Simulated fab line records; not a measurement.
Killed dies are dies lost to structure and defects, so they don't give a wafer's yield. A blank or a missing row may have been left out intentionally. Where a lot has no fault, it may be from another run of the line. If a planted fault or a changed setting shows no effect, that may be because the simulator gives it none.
Chamber matching    flow n5 finfet    3 sister chambers for N5_BEOL_M9_CURE_71 on uv cure-03
The step cures SiCOH lowk, time 240 s. 24 wafers are shown with their chamber, then 12 later ones without.

== WAFERS WITH THEIR CHAMBER ==
wafer   chamber  wafer_temp_C_max  lamp power pct (%)
L075.2  0        387.5             52.33
L075.4  0        387.3             52.21
L075.5  0        387.1             52.25
L078.1  0        387.4             52.31
L078.4  0        386.3             52.37
L078.6  0        386.9             52.42
L077.1  0        387.4             52.32
L077.3  0        387.7             52.32
L077.4  0        387.0             52.27
L079.1  2        387.8             52.36
L079.5  2        387.7             52.18
L079.6  2        387.7             52.31
L080.1  1        386.2             52.32
L080.3  1        386.5             52.26
L080.4  1        386.2             52.22
L084.3  2        387.6             52.23
L084.5  2        388.0             52.29
L084.6  2        387.2             52.36
L082.4  2        387.0             52.37
L082.5  2        387.0             52.36
L082.6  2        387.7             52.43
L085.2  1        386.7             52.36
L085.3  1        386.6             52.32
L085.6  1        386.2             52.34

SIGNATURES (means of the wafers above)
reading           chamber 0  chamber 1  chamber 2  scatter within a chamber
wafer_temp_C_max  387.178    386.400    387.522    0.358
lamp power pct    52.3111    52.3033    52.3211    0.0667
Rule: a wafer's distance from a chamber is the root of the sum, over the readings, of the square of ((its reading less the chamber's mean) divided by the reading's scatter). The wafer belongs to the nearest chamber; if the next one is less than 2 further off, it can't be placed. How the scatter is found: for the shown wafers, subtract from each reading the mean of its chamber, square and add these, divide the total by (wafers less chambers), then take the root.

== WAFERS WHOSE CHAMBER IS MISSING ==
wafer   wafer_temp_C_max  lamp power pct (%)
L088.1  386.2             52.31
L088.2  386.0             52.34
L088.4  386.6             52.30
L091.1  385.9             52.42
L091.2  386.5             52.30
L091.3  386.5             52.29
L092.4  387.1             52.26
L092.5  387.0             52.31
L092.6  387.7             52.34
L096.1  386.8             52.22
L096.2  386.7             52.36
L096.3  387.4             52.31

== CHAMBER TAKEN BY EACH ==
wafer   from the rows above           in truth
L088.1  1                             1
L088.2  1                             1
L088.4  can't be placed: 1 or 0       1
L091.1  can't be placed: 1 or 0       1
L091.2  can't be placed: 1 or 0       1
L091.3  can't be placed: 1 or 0       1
L092.4  can't be placed: 0 or 2 or 1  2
L092.5  can't be placed: 0 or 2 or 1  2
L092.6  can't be placed: 2 or 0       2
L096.1  can't be placed: 1 or 0 or 2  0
L096.2  can't be placed: 1 or 0 or 2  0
L096.3  can't be placed: 2 or 0       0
Correctly placed: 2 of 12. From these rows, 10 cannot be placed; in 10 the true chamber is one of the candidates. Placed wrongly: 0.
